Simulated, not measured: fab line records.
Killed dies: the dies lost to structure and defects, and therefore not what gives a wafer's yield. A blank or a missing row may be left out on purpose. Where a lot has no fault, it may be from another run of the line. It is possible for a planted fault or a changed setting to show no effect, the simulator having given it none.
Struck lot and sound lot, side by side    flow n5 finfet    15 steps out of a route of 1938
Sound: wafers L201.1, L201.2, L201.6. The struck wafers were L216.2, L216.3, L216.4. The cause is given at the end.
For every step that has rows: the tool of each side, followed by ch and its chambers, followed by its first start. Under that, the readings that differ: sound wafers    struck wafers    difference of the means    sigmas: that difference in standard deviations of wafers without a fault.
alike: readings with means less than 2 such deviations apart, plus words and numbers identical on both sides. not compared: withheld readings, readings lacking a value on some wafer, bounds such as >300 that could conceal the same value, and numbers that have no deviation in the record and whose values overlap.
The two part at a step that has a row with sigmas, a row that says differs or no value, or rows on one side only. When numbers do not overlap yet have no deviation, they are printed without sigmas and do not part them. A reading missing from all wafers of one side parts the sides only when that side holds two or more wafers.

first, 5 steps without rows for these wafers: N5_WELL_APT_SOFTBAKE_20 (time 60 s); N5_WELL_APT_EXPOSE_22 (exposes mask PWELL, defocus 0 nm, target cd 200 nm); N5_WELL_APT_PEB_23 (peb time 90 s); N5_WELL_APT_DEVELOP_24 (develop time 45 s); N5_WELL_APT_HARDBAKE_29 (time 120 s).
N5_WELL_APT_CD_MEAS_25: the cd target is 200 nm.
  sound on cd sem-03 ch 0, day 2 15:04; struck on cd sem-02 ch 0, day 6 09:01
  alike: cd nm
N5_WELL_APT_OVL_MEAS_26:
  sound on overlay-02 ch 0, day 2 15:06; struck on overlay-01 ch 0, day 6 09:02
  alike: PWELL_OVL
N5_WELL_APT_INSPECT_27: inspects for defects (macro).
  sound: defect inspect-02 at day 2 15:07; struck: defect inspect-01 at day 6 09:04
  alike: raw defect count
N5_WELL_APT_DESCUM_30: chemistry O2, time 7.9 s.
  sound on rie diel-01 ch 0,2, day 2 15:10; struck on rie diel-05 ch 0,1,2, day 6 09:06
  alike: drypump motor current A, oes product au, rf vpp V, showerhead plenum p Torr, throttle valve pct
  not compared: rf hours counter h
then, 3 steps without rows for these wafers: N5_WELL_APT_IMPLANT_31; N5_WELL_APT_IMPLANT_32; N5_WELL_APT_STRIP_33 (strips in SPM, time 900 s).
N5_WELL_APT_RTA_34: time 10 s.
  sound on rtp anneal-02 ch 0, day 2 15:56; struck on rtp anneal-02 ch 0, day 6 11:08
reading              sound                 struck                difference  sigmas
lamp power pct (%)   12.99 12.90 13.00     10.31 10.33 10.25     -2.67       -53
lamp_zone_1_pct (%)  13.02 13.01 13.02     10.29 10.22 10.23     -2.77       -92
lamp_zone_2_pct (%)  12.978 13.017 12.993  10.269 10.258 10.314  -2.716      -99 or more
lamp_zone_3_pct (%)  12.991 13.003 12.985  10.276 10.244 10.250  -2.736      -91
lamp_zone_4_pct (%)  12.988 12.970 12.974  10.255 10.238 10.248  -2.730      -91
lamp_zone_5_pct (%)  12.971 12.995 12.975  10.273 10.296 10.266  -2.702      -90
lamp_zone_6_pct (%)  12.94 12.92 12.97     10.18 10.22 10.21     -2.74       -88
lamp_zone_7_pct (%)  13.417 13.381 13.387  10.591 10.608 10.582  -2.801      -99 or more
  alike: anneal temp c max, wafer_temp_C_max
then, 1 step without rows for these wafers: N5_WELL_APT_OXIDE_STRIP_42 (strips SiO2 in dHF, time 45 s, target depth 12 nm).
-- here the record skips 10 days between the struck wafers' starts before and after, leaving off in module WELL_APT and picking up in module PASSIVATION (first step shown: number 1936 of the route) --
N5_PASSIVATION_PROBE_49:
  sound: prober-02 at day 12 16:47; struck: prober-01 at day 16 17:08
reading             sound     struck    difference  sigmas
killed at contacts  44 24 29  18 10 12  -19         -3
  alike: killed_at_M0_to_M3, killed_at_M4_up, killed at front end, killed at other, killed dies, killed open, killed short

## WHERE THEY PART
Last at N5_PASSIVATION_PROBE_49 as far as this record goes, first at N5_WELL_APT_RTA_34.

WHY: what the simulator had put in
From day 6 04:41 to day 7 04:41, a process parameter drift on rtp anneal-02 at N5_WELL_APT_RTA_34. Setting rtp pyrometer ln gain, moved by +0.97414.
